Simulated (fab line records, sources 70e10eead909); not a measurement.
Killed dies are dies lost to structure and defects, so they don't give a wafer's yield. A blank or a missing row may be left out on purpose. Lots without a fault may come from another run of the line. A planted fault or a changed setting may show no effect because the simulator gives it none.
Which tool did it? | flow nand_harc | 24 lots, 72 wafers sampled, at 6 steps of a route of 1302

WHAT THE GAUGES READ, wafer by wafer
The record holds no reading of a measuring or inspecting step that can be judged against a usual standard deviation.

WHICH TOOL RAN EACH LOT (tool, then ch and the chambers of the sampled wafers, then the start)
lot  | NHARC_A_DECK1_JOINT_ETCHBACK_00  | NHARC_A_CHANNEL_HOLE_D2_DEP_01  | NHARC_A_CHANNEL_HOLE_D2_ETCH_19  | NHARC_A_CHANNEL_HOLE_D2_ETCH_23  | NHARC_A_CHANNEL_FILL_D2_ALD_02   | NHARC_A_CHANNEL_FILL_D2_ALD_15
L074 | rie_si-06 ch 0,2,3, day 11 18:26 | pecvd-03 ch 0,1,2, day 13 09:28 | har_etch-01 ch 0,1, day 13 11:33 | har_etch-01 ch 0,1, day 13 12:59 | ald_hk-04 ch 1,2, day 13 17:28   | ald_sin_batch-03 ch 0, no start
L075 | rie_si-05 ch 0,1,3, day 11 20:53 | pecvd-04 ch 0,1,2, day 13 09:34 | har_etch-02 ch 0, day 13 14:02   | har_etch-02 ch 0, day 13 16:54   | ald_hk-03 ch 1,2,3, day 14 00:11 | ald_sin_batch-01 ch 0, no start
L077 | rie_si-05 ch 1,2, day 12 02:38   | pecvd-01 ch 0,1,2, day 13 18:10 | har_etch-01 ch 0,1, day 13 20:10 | har_etch-01 ch 0,1, day 13 21:43 | ald_hk-02 ch 0,1,3, day 14 02:12 | ald_sin_batch-01 ch 0, no start
L076 | rie_si-06 ch 1,3, day 12 02:39   | pecvd-03 ch 0,2, day 13 20:03   | har_etch-02 ch 0, day 13 22:32   | har_etch-02 ch 0, day 14 01:24   | ald_hk-03 ch 0,3, day 14 08:36   | ald_sin_batch-03 ch 0, no start
L078 | rie_si-06 ch 2,3, day 12 21:43   | pecvd-03 ch 0,2, day 14 14:46   | har_etch-02 ch 1, day 14 17:24   | har_etch-02 ch 1, day 14 20:14   | ald_hk-04 ch 0,2,3, day 15 03:38 | ald_sin_batch-02 ch 0, no start
L079 | rie_si-05 ch 0,1,3, day 13 04:31 | pecvd-04 ch 1,2, day 14 21:16   | har_etch-01 ch 0, day 15 02:41   | har_etch-01 ch 0, day 15 04:13   | ald_hk-03 ch 0,3, day 15 08:33   | ald_sin_batch-02 ch 0, no start
L080 | rie_si-01 ch 0,2,3, day 13 18:19 | pecvd-01 ch 0,1,2, day 15 08:43 | har_etch-02 ch 0,1, day 15 10:38 | har_etch-02 ch 0,1, day 15 12:10 | ald_hk-03 ch 2,3, day 15 16:32   | ald_sin_batch-02 ch 0, no start
L081 | rie_si-05 ch 1,2,3, day 14 12:47 | pecvd-04 ch 0,2, day 16 05:05   | har_etch-02 ch 0, day 16 11:05   | har_etch-02 ch 0, day 16 12:36   | ald_hk-02 ch 1,2, day 16 17:08   | ald_sin_batch-03 ch 0, no start
L082 | rie_si-01 ch 0,1,2, day 15 07:28 | pecvd-03 ch 1,2, day 17 00:43   | har_etch-01 ch 0,1, day 17 05:06 | har_etch-01 ch 0,1, day 17 06:33 | ald_hk-02 ch 1,2,3, day 17 11:17 | ald_sin_batch-03 ch 0, no start
L084 | rie_si-05 ch 0,1,3, day 15 07:28 | pecvd-01 ch 0,1, day 17 02:22   | har_etch-01 ch 0,1, day 17 09:20 | har_etch-01 ch 0,1, day 17 10:59 | ald_hk-02 ch 1,3, day 17 15:40   | ald_sin_batch-02 ch 0, no start
L083 | rie_si-05 ch 0,1, day 15 11:40   | pecvd-03 ch 0,2, day 17 11:47   | har_etch-02 ch 0,1, day 17 14:47 | har_etch-02 ch 0,1, day 17 16:14 | ald_hk-02 ch 1,3, day 17 20:46   | ald_sin_batch-01 ch 0, no start
L085 | rie_si-01 ch 2,3, day 15 21:40   | pecvd-03 ch 0,1,2, day 17 15:34 | har_etch-01 ch 0,1, day 17 17:31 | har_etch-01 ch 0,1, day 17 18:57 | ald_hk-02 ch 0,1,3, day 17 23:40 | ald_sin_batch-01 ch 0, no start
L086 | rie_si-06 ch 0,2,3, day 16 03:03 | pecvd-01 ch 1, day 17 23:32     | har_etch-01 ch 0, day 18 01:37   | har_etch-01 ch 0, day 18 03:09   | ald_hk-04 ch 1,2, day 18 07:34   | ald_sin_batch-02 ch 0, no start
L087 | rie_si-06 ch 0,2, day 17 00:24   | pecvd-04 ch 0,2, day 18 16:17   | har_etch-01 ch 0,1, day 18 18:38 | har_etch-01 ch 0,1, day 18 20:04 | ald_hk-02 ch 0,2,3, day 19 00:38 | ald_sin_batch-03 ch 0, no start
L088 | rie_si-06 ch 1,2,3, day 17 05:47 | pecvd-01 ch 0,2, day 18 18:58   | har_etch-01 ch 0,1, day 18 22:47 | har_etch-01 ch 0,1, day 19 00:14 | ald_hk-02 ch 0,1,3, day 19 06:32 | ald_sin_batch-01 ch 0, no start
L089 | rie_si-05 ch 1,3, day 17 05:48   | pecvd-01 ch 0,2, day 18 19:19   | har_etch-02 ch 0,1, day 19 02:31 | har_etch-02 ch 0,1, day 19 03:58 | ald_hk-04 ch 1,2,3, day 19 10:13 | ald_sin_batch-02 ch 0, no start
L090 | rie_si-01 ch 1,2,3, day 17 23:49 | pecvd-04 ch 0,1, day 19 17:44   | har_etch-01 ch 0, day 19 21:18   | har_etch-01 ch 0, day 19 22:45   | ald_hk-04 ch 0,1,2, day 20 03:22 | ald_sin_batch-03 ch 0, no start
L091 | rie_si-01 ch 2,3, day 18 14:19   | pecvd-01 ch 0,1,2, day 20 05:22 | har_etch-01 ch 0,1, day 20 07:31 | har_etch-01 ch 0,1, day 20 09:03 | ald_hk-04 ch 0,1,3, day 20 13:33 | ald_sin_batch-03 ch 0, no start
L093 | rie_si-01 ch 1,2,3, day 18 23:41 | pecvd-04 ch 0,2, day 20 19:04   | har_etch-01 ch 0,1, day 20 21:01 | har_etch-01 ch 0,1, day 20 22:32 | ald_hk-04 ch 0,1,3, day 21 03:06 | ald_sin_batch-02 ch 0, no start
L092 | rie_si-05 ch 1,2,3, day 18 23:43 | pecvd-03 ch 0,1,2, day 20 19:07 | har_etch-02 ch 0,1, day 20 23:31 | har_etch-02 ch 0,1, day 21 01:14 | ald_hk-03 ch 2,3, day 21 05:34   | ald_sin_batch-02 ch 0, no start
L094 | rie_si-06 ch 0,1,2, day 19 18:55 | pecvd-04 ch 1,2, day 21 08:43   | har_etch-01 ch 1, day 21 10:38   | har_etch-01 ch 1, day 21 12:10   | ald_hk-02 ch 1,2,3, day 21 16:35 | ald_sin_batch-02 ch 0, no start
L095 | rie_si-05 ch 0,2,3, day 20 17:20 | pecvd-03 ch 0,2, day 22 06:40   | har_etch-02 ch 0,1, day 22 09:48 | har_etch-02 ch 0,1, day 22 11:14 | ald_hk-03 ch 0,2,3, day 22 15:41 | ald_sin_batch-03 ch 0, no start
L097 | rie_si-06 ch 1,2,3, day 20 17:23 | pecvd-04 ch 0,2, day 22 06:46   | har_etch-01 ch 0,1, day 22 10:17 | har_etch-01 ch 0,1, day 22 11:49 | ald_hk-03 ch 0,1,2, day 22 19:19 | ald_sin_batch-01 ch 0, no start
L096 | rie_si-05 ch 0,1,2, day 20 21:10 | pecvd-01 ch 1,2, day 22 19:46   | har_etch-01 ch 1, day 22 21:44   | har_etch-01 ch 1, day 22 23:10   | ald_hk-03 ch 0,1,3, day 23 03:43 | ald_sin_batch-01 ch 0, no start
- NHARC_A_DECK1_JOINT_ETCHBACK_00: etches the open film in HBr, target depth 30 nm, time 17.4 s.
- NHARC_A_CHANNEL_HOLE_D2_DEP_01: deposits SiON, target thk 140 nm.
- NHARC_A_CHANNEL_HOLE_D2_ETCH_19: etches the open film in C4F8/O2/Ar, time 34.5 s.
- NHARC_A_CHANNEL_HOLE_D2_ETCH_23: etches the open film in C4F8/O2/Ar, time 819 s, target depth 1600 nm.
- NHARC_A_CHANNEL_FILL_D2_ALD_02: deposits SiO2, target thk 6 nm, pulse time 10 s, ald cycles 60.
- NHARC_A_CHANNEL_FILL_D2_ALD_15: deposits SiNx, target thk 2 nm, pulse time 60 s, ald cycles 19.

WHAT THE TOOLS THEMSELVES READ (means of the sampled wafers that have a number; where no wafer has one, the mark that the record gives instead)
NHARC_A_DECK1_JOINT_ETCHBACK_00. Usual: drypump_motor_current_A 5.8 A, standard deviation 0.4; oes_product_au 0.997 a.u., standard deviation 0.0074; throttle_valve_pct 23.265 %, standard deviation 0.0098.
lot  | tool      | drypump_motor_current_A (A) | oes_product_au (a.u.) | throttle_valve_pct (%) | flag
L074 | rie_si-06 | 5.8                         | 0.995                 | 23.260                 |
L075 | rie_si-05 | 6.1                         | 0.998                 | 23.262                 |
L077 | rie_si-05 | 5.9                         | 0.996                 | 23.261                 |
L076 | rie_si-06 | 6.0                         | 0.990                 | 23.265                 |
L078 | rie_si-06 | 6.0                         | 0.990                 | 23.269                 |
L079 | rie_si-05 | 6.1                         | 0.995                 | 23.257                 |
L080 | rie_si-01 | 5.5                         | 1.000                 | 23.271                 |
L081 | rie_si-05 | 5.7                         | 1.004                 | 23.273                 |
L082 | rie_si-01 | 5.7                         | 1.000                 | 23.254                 |
L084 | rie_si-05 | 6.1                         | 1.003                 | 23.259                 |
L083 | rie_si-05 | 6.2                         | 1.009                 | 23.265                 |
L085 | rie_si-01 | 5.4                         | 0.996                 | 23.260                 |
L086 | rie_si-06 | 5.8                         | 0.995                 | 23.271                 |
L087 | rie_si-06 | 5.5                         | 0.986                 | 23.256                 |
L088 | rie_si-06 | 5.6                         | 0.994                 | 23.268                 |
L089 | rie_si-05 | 6.0                         | 0.996                 | 23.267                 |
L090 | rie_si-01 | 5.6                         | 1.007                 | 23.267                 |
L091 | rie_si-01 | 5.5                         | 0.997                 | 23.269                 |
L093 | rie_si-01 | 5.6                         | 1.004                 | 23.255                 |
L092 | rie_si-05 | 5.7                         | 0.997                 | 23.270                 |
L094 | rie_si-06 | 5.5                         | 0.987                 | 23.267                 |
L095 | rie_si-05 | 5.7                         | 0.992                 | 23.268                 |
L097 | rie_si-06 | 5.7                         | 0.997                 | 23.269                 |
L096 | rie_si-05 | 5.8                         | 0.998                 | 23.268                 |

NHARC_A_CHANNEL_HOLE_D2_DEP_01. Usual: heater_power_w 780 W, standard deviation 70.
lot  | tool     | heater_power_w (W) | flag
L074 | pecvd-03 | 807                |
L075 | pecvd-04 | 780                |
L077 | pecvd-01 | 763                |
L076 | pecvd-03 | 796                |
L078 | pecvd-03 | 733                |
L079 | pecvd-04 | 778                |
L080 | pecvd-01 | 755                |
L081 | pecvd-04 | 746                |
L082 | pecvd-03 | 805                |
L084 | pecvd-01 | 698                |
L083 | pecvd-03 | 813                |
L085 | pecvd-03 | 779                |
L086 | pecvd-01 | 836                |
L087 | pecvd-04 | 766                |
L088 | pecvd-01 | 701                |
L089 | pecvd-01 | 756                |
L090 | pecvd-04 | 693                |
L091 | pecvd-01 | 741                |
L093 | pecvd-04 | 865                |
L092 | pecvd-03 | 872                |
L094 | pecvd-04 | 823                |
L095 | pecvd-03 | 812                |
L097 | pecvd-04 | 811                |
L096 | pecvd-01 | 824                |

NHARC_A_CHANNEL_HOLE_D2_ETCH_19. Usual: c4f8_flow_sccm 28.80 sccm, standard deviation 0.087; drypump_motor_current_A 5.74 A, standard deviation 0.13; showerhead_plenum_p_Torr 3.72 Torr, standard deviation 0.033; throttle_valve_pct 37.037 %, standard deviation 0.0093.
lot  | tool        | c4f8_flow_sccm (sccm) | drypump_motor_current_A (A) | showerhead_plenum_p_Torr (Torr) | throttle_valve_pct (%) | flag
L074 | har_etch-01 | 28.87                 | 5.85                        | 3.74                            | 37.033                 |
L075 | har_etch-02 | 28.80                 | 5.63                        | 3.77                            | 37.039                 |
L077 | har_etch-01 | 28.82                 | 5.86                        | 3.74                            | 37.046                 |
L076 | har_etch-02 | 28.72                 | 5.62                        | 3.77                            | 37.038                 |
L078 | har_etch-02 | 28.80                 | 5.51                        | 3.77                            | 37.037                 |
L079 | har_etch-01 | 28.77                 | 5.84                        | 3.73                            | 37.040                 |
L080 | har_etch-02 | 28.77                 | 5.59                        | 3.76                            | 37.040                 |
L081 | har_etch-02 | 28.77                 | 5.64                        | 3.75                            | 37.038                 |
L082 | har_etch-01 | 28.81                 | 5.83                        | 3.71                            | 37.033                 |
L084 | har_etch-01 | 28.75                 | 5.85                        | 3.71                            | 37.038                 |
L083 | har_etch-02 | 28.79                 | 5.57                        | 3.75                            | 37.035                 |
L085 | har_etch-01 | 28.74                 | 5.83                        | 3.70                            | 37.037                 |
L086 | har_etch-01 | 28.76                 | 5.81                        | 3.70                            | 37.034                 |
L087 | har_etch-01 | 28.86                 | 5.84                        | 3.70                            | 37.040                 |
L088 | har_etch-01 | 28.83                 | 5.82                        | 3.69                            | 37.034                 |
L089 | har_etch-02 | 28.85                 | 5.59                        | 3.73                            | 37.028                 |
L090 | har_etch-01 | 28.82                 | 5.83                        | 3.69                            | 37.025                 |
L091 | har_etch-01 | 28.83                 | 5.86                        | 3.68                            | 37.042                 |
L093 | har_etch-01 | 28.86                 | 5.83                        | 3.68                            | 37.037                 |
L092 | har_etch-02 | 28.87                 | 5.59                        | 3.72                            | 37.035                 |
L094 | har_etch-01 | 28.78                 | 5.86                        | 3.67                            | 37.038                 |
L095 | har_etch-02 | 28.82                 | 5.59                        | 3.71                            | 37.033                 |
L097 | har_etch-01 | 28.80                 | 5.84                        | 3.67                            | 37.046                 |
L096 | har_etch-01 | 28.83                 | 5.85                        | 3.66                            | 37.047                 |

NHARC_A_CHANNEL_HOLE_D2_ETCH_23. Usual: c4f8_flow_sccm 89.28 sccm, standard deviation 0.27; drypump_motor_current_A 5.74 A, standard deviation 0.13; showerhead_plenum_p_Torr 3.67 Torr, standard deviation 0.032; throttle_valve_pct 32.155 %, standard deviation 0.0094.
lot  | tool        | c4f8_flow_sccm (sccm) | drypump_motor_current_A (A) | showerhead_plenum_p_Torr (Torr) | throttle_valve_pct (%) | flag
L074 | har_etch-01 | 89.39                 | 5.84                        | 3.70                            | 32.156                 |
L075 | har_etch-02 | 89.16                 | 5.63                        | 3.73                            | 32.159                 |
L077 | har_etch-01 | 89.41                 | 5.82                        | 3.70                            | 32.158                 |
L076 | har_etch-02 | 89.07                 | 5.62                        | 3.72                            | 32.149                 |
L078 | har_etch-02 | 89.54                 | 5.50                        | 3.73                            | 32.162                 |
L079 | har_etch-01 | 89.26                 | 5.83                        | 3.68                            | 32.139                 |
L080 | har_etch-02 | 88.83                 | 5.59                        | 3.71                            | 32.156                 |
L081 | har_etch-02 | 89.47                 | 5.62                        | 3.71                            | 32.162                 |
L082 | har_etch-01 | 89.09                 | 5.84                        | 3.67                            | 32.157                 |
L084 | har_etch-01 | 89.51                 | 5.84                        | 3.67                            | 32.153                 |
L083 | har_etch-02 | 89.45                 | 5.55                        | 3.71                            | 32.149                 |
L085 | har_etch-01 | 89.19                 | 5.86                        | 3.66                            | 32.160                 |
L086 | har_etch-01 | 89.23                 | 5.82                        | 3.66                            | 32.167                 |
L087 | har_etch-01 | 89.24                 | 5.86                        | 3.65                            | 32.158                 |
L088 | har_etch-01 | 89.42                 | 5.84                        | 3.65                            | 32.152                 |
L089 | har_etch-02 | 89.13                 | 5.60                        | 3.69                            | 32.159                 |
L090 | har_etch-01 | 89.36                 | 5.83                        | 3.65                            | 32.159                 |
L091 | har_etch-01 | 89.15                 | 5.84                        | 3.64                            | 32.154                 |
L093 | har_etch-01 | 89.27                 | 5.81                        | 3.64                            | 32.153                 |
L092 | har_etch-02 | 89.35                 | 5.58                        | 3.68                            | 32.160                 |
L094 | har_etch-01 | 89.13                 | 5.85                        | 3.63                            | 32.152                 |
L095 | har_etch-02 | 89.18                 | 5.57                        | 3.67                            | 32.158                 |
L097 | har_etch-01 | 89.25                 | 5.84                        | 3.63                            | 32.156                 |
L096 | har_etch-01 | 89.53                 | 5.86                        | 3.62                            | 32.153                 |

NHARC_A_CHANNEL_FILL_D2_ALD_02. Usual: heater_power_w 475 W, standard deviation 41; precursor_pulse_height_rel 1.000, standard deviation 0.02.
lot  | tool      | heater_power_w (W) | precursor_pulse_height_rel | flag
L074 | ald_hk-04 | 452                | 0.997                      |
L075 | ald_hk-03 | 451                | 0.977                      |
L077 | ald_hk-02 | 467                | 1.008                      |
L076 | ald_hk-03 | 488                | 0.983                      |
L078 | ald_hk-04 | 485                | 1.004                      |
L079 | ald_hk-03 | 471                | 0.999                      |
L080 | ald_hk-03 | 464                | 0.997                      |
L081 | ald_hk-02 | 462                | 1.010                      |
L082 | ald_hk-02 | 448                | 1.009                      |
L084 | ald_hk-02 | 426                | 0.992                      |
L083 | ald_hk-02 | 443                | 0.993                      |
L085 | ald_hk-02 | 482                | 1.002                      |
L086 | ald_hk-04 | 443                | 1.001                      |
L087 | ald_hk-02 | 502                | 0.993                      |
L088 | ald_hk-02 | 475                | 0.998                      |
L089 | ald_hk-04 | 481                | 1.007                      |
L090 | ald_hk-04 | 468                | 0.999                      |
L091 | ald_hk-04 | 478                | 0.989                      |
L093 | ald_hk-04 | 481                | 1.003                      |
L092 | ald_hk-03 | 486                | 0.997                      |
L094 | ald_hk-02 | 462                | 0.982                      |
L095 | ald_hk-03 | 495                | 0.997                      |
L097 | ald_hk-03 | 467                | 1.007                      |
L096 | ald_hk-03 | 473                | 1.009                      |

NHARC_A_CHANNEL_FILL_D2_ALD_15. Usual: precursor_pulse_height_rel 1.000, standard deviation 0.021.
lot  | tool             | precursor_pulse_height_rel | flag
L074 | ald_sin_batch-03 | 0.994                      |
L075 | ald_sin_batch-01 | 1.019                      |
L077 | ald_sin_batch-01 | 1.019                      |
L076 | ald_sin_batch-03 | 0.990                      |
L078 | ald_sin_batch-02 | 1.022                      |
L079 | ald_sin_batch-02 | 0.993                      |
L080 | ald_sin_batch-02 | 1.017                      |
L081 | ald_sin_batch-03 | 0.990                      |
L082 | ald_sin_batch-03 | 0.986                      |
L084 | ald_sin_batch-02 | 0.997                      |
L083 | ald_sin_batch-01 | 1.004                      |
L085 | ald_sin_batch-01 | 0.987                      |
L086 | ald_sin_batch-02 | 1.001                      |
L087 | ald_sin_batch-03 | 0.997                      |
L088 | ald_sin_batch-01 | 0.998                      |
L089 | ald_sin_batch-02 | 1.005                      |
L090 | ald_sin_batch-03 | 0.994                      |
L091 | ald_sin_batch-03 | 0.992                      |
L093 | ald_sin_batch-02 | 1.010                      |
L092 | ald_sin_batch-02 | 1.005                      |
L094 | ald_sin_batch-02 | 1.008                      |
L095 | ald_sin_batch-03 | 0.992                      |
L097 | ald_sin_batch-01 | 0.988                      |
L096 | ald_sin_batch-01 | 0.993                      |

THE ANSWER, worked out from the rows above alone
Rule: a lot is off if the mean of its wafers that have a number lies more than 3 standard deviations from the usual mean. A lot without any number at a reading at which 4 lots or more have one is off too. The other lots that the step has rows for count as sound. The gauges are gone through in route order, then the tools' own readings, and for those a lot's mean is taken as printed above. The first step at which some lot is off is used, and at that step the reading that is off furthest; a lot without a number counts as furthest.
No lot is off at any reading shown: from this, nothing can be told.

WHAT THE SIMULATOR HAD PUT IN
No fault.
